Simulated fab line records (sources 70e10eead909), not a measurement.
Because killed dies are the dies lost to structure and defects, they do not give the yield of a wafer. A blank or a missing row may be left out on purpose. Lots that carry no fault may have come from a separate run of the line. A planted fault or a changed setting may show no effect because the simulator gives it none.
Matching of chambers    flow nand-harc    cmp-04 running NHARC_P_CONTACT_CMP_01: 4 sister chambers
The step polishes SiO2, target thk 200 nm. 8 wafers are shown with their chamber, then 9 later ones without.

== WAFERS PAIRED WITH THEIR CHAMBERS ==
wafer   chamber  motor-current-A (A)
L081.5  0        11.7
L081.6  3        11.6
L082.1  3        10.8
L082.4  2        14.3
L082.6  1        13.9
L085.1  1        13.8
L085.3  2        13.3
L085.4  0        12.2

== WAFERS WITHOUT THEIR CHAMBER ==
wafer   motor-current-A (A)
L091.1  11.8
L091.2  10.8
L091.6  12.9
L096.1  10.7
L096.3  14.5
L096.6  14.2
L097.3  12.0
L097.4  13.6
L097.6  11.2

== EACH ONE'S CHAMBER ==
wafer   from the rows above                in truth
L091.1  can't be placed: 0 or 3            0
L091.2  can't be placed: 3 or 0            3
L091.6  can't be placed: 2 or 0 or 1 or 3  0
L096.1  can't be placed: 3 or 0            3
L096.3  can't be placed: 1 or 2            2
L096.6  can't be placed: 1 or 2            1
L097.3  can't be placed: 0 or 3            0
L097.4  can't be placed: 2 or 1            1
L097.6  can't be placed: 3 or 0            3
Correct placement for 0 of the 9. Cannot be placed on the basis of these rows: 9; the candidates contain the true chamber in 9. Number placed wrongly: 0.
How it was worked out, from the rows above alone: a wafer's distance from a chamber is the root of the sum, over the readings, of the square of ((its reading less the chamber's mean) divided by the reading's scatter). The wafer belongs to the nearest chamber; if the next one is less than 2 further off, it can't be placed. The mean given for a chamber averages the wafers shown for that chamber. How the scatter is found: for the shown wafers, subtract from each reading the mean of its chamber, square and add these, divide the total by (wafers less chambers), then take the root.
